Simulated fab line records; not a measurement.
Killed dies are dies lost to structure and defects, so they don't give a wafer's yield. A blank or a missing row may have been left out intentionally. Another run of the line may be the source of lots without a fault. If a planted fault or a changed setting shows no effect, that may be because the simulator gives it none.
Split-lot experiment + flow n5-finfet + 7 lots, 21 wafers read, on a route of 1938 steps

== THE SPLIT ==
At N5_BEOL_M4_TRENCH_ETCH_37 (etches SiOC in C4F6/O2, target depth 55.555 nm, time 29.2 s), the setting bias-w was moved away from the recipe's 185 W on 8 of the 21 wafers read, by -15.0% to +17.6%. This setting was run at the recipe's value on the other wafers.

The reading comes from the split's own step.

== THE READING ==
rf-vpp-V, in V, at N5_BEOL_M4_TRENCH_ETCH_37 (etches SiOC in C4F6/O2, target depth 55.555 nm, time 29.2 s). A value of 664 V with a standard deviation of 6.1 V is what fault-free wafers of this fab line usually give.

| wafer  | tool, chamber at the split | bias-w as run, W | against the recipe | rf-vpp-V, V | against lot-mates on the recipe |
|--------|----------------------------|------------------|--------------------|-------------|---------------------------------|
| L077.1 | rie-diel-06, 0             | 217.5            | +17.6%             | 741         | +71                             |
| L077.2 | rie-diel-06, 1             | 185              | recipe             | 665         | -                               |
| L077.4 | rie-diel-06, 3             | 185              | recipe             | 675         | -                               |
| L082.1 | rie-diel-06, 3             | 215.9            | +16.7%             | 762         | +110                            |
| L082.4 | rie-diel-06, 0             | 215.9            | +16.7%             | 736         | +84                             |
| L082.5 | rie-diel-06, 0             | 185              | recipe             | 652         | -                               |
| L085.1 | rie-diel-03, 0             | 185              | recipe             | 658         | -                               |
| L085.3 | rie-diel-03, 2             | 185              | recipe             | 661         | -                               |
| L085.4 | rie-diel-03, 3             | 185              | recipe             | 668         | -                               |
| L086.2 | rie-diel-06, 2             | 185              | recipe             | 654         | -                               |
| L086.5 | rie-diel-06, 3             | 201.3            | +8.8%              | 719         | +65                             |
| L086.6 | rie-diel-06, 2             | 201.3            | +8.8%              | 697         | +43                             |
| L089.1 | rie-diel-03, 3             | 185              | recipe             | 669         | -                               |
| L089.3 | rie-diel-03, 3             | 185              | recipe             | 669         | -                               |
| L089.4 | rie-diel-03, 1             | 185              | recipe             | 666         | -                               |
| L092.2 | rie-diel-05, 3             | 157.2            | -15.0%             | 589         | -81                             |
| L092.4 | rie-diel-05, 0             | 185              | recipe             | 670         | -                               |
| L092.6 | rie-diel-05, 1             | 157.2            | -15.0%             | 587         | -83                             |
| L094.3 | rie-diel-03, 0             | 169.4            | -8.4%              | 615         | -45                             |
| L094.5 | rie-diel-03, 1             | 185              | recipe             | 663         | -                               |
| L094.6 | rie-diel-03, 0             | 185              | recipe             | 657         | -                               |

THE FIT
A straight line over all 21 wafers: rf-vpp-V changes by +4.98 V for each +1% of bias-w; r = +0.98; the points scatter about the line by 8.3 V.
The same after taking each lot's own level away (the mean of its wafers on the recipe; 21 wafers): +5.36 V for each +1%; r = +0.98; scatter 8.7 V.
The reading moves by 94 V for the largest change in bias-w, on that fit.
Measured against the standard deviation above, the lots' own levels, which go from 652.0 to 670.0 V, span 3.0 times it.
The two slopes are in agreement: the lot-to-lot level therefore moves the slope only a little.
Check: for one of the wafers moved furthest among these (+17.6%), held out of the fit, the line's prediction against its lot-mates is +101 V. It came out at +71 V against them.
Tool readings at the split's step, against how far the setting was moved: rf-vpp-V r = +0.98.

== THESE WAFERS: OTHER SPLITS ==
Other splits were also applied to these wafers ahead of the reading. Each is held against what the fit with the lots' levels taken away leaves over:
| other split on the same wafers  | wafers away from the commonest value | r with rf-vpp-V (lot level and that fit taken away) |
|---------------------------------|--------------------------------------|-----------------------------------------------------|
| N5_BEOL_M4_EXPOSE_08 dose-mj    | 8                                    | +0.04                                               |
| N5_BEOL_M4_VIA_ETCH_34 source-w | 8                                    | +0.31                                               |

== THE WHOLE CHAIN: every reading that the file lists as answering this split, in the file's order ==
| step                      | what it does                                                  | reading                                                                      | change (the file's fit)               | r (the file's) |
|---------------------------|---------------------------------------------------------------|------------------------------------------------------------------------------|---------------------------------------|----------------|
| N5_BEOL_M4_TRENCH_ETCH_37 | etches SiOC in C4F6/O2, target depth 55.555 nm, time 29.2 s   | rf-vpp-V                                                                     | +5.15 V for each +1% of the setting   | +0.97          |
| N5_BEOL_M4_TRENCH_ETCH_37 | etches SiOC in C4F6/O2, target depth 55.555 nm, time 29.2 s   | etch.depth-nm (the simulator's own value, which no gauge read)               | +0.188 nm for each +1% of the setting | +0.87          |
| N5_BEOL_M4_TRENCH_ETCH_37 | etches SiOC in C4F6/O2, target depth 55.555 nm, time 29.2 s   | BEOL_M4.feature-depth-nm (the simulator's own value, which no gauge read)    | +0.187 nm for each +1% of the setting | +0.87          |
| N5_BEOL_M4_CMP_52         | polishes, stops on SiOC, t overpolish 6.8 s, target thk 40 nm | Cu_of_BEOL_M4_ECD_50.thk-nm (the simulator's own value, which no gauge read) | +0.256 nm for each +1% of the setting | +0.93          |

== THE FILE'S OWN FIT ==
rf-vpp-V changes by +5.15 V for each +1% of bias-w, r = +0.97.
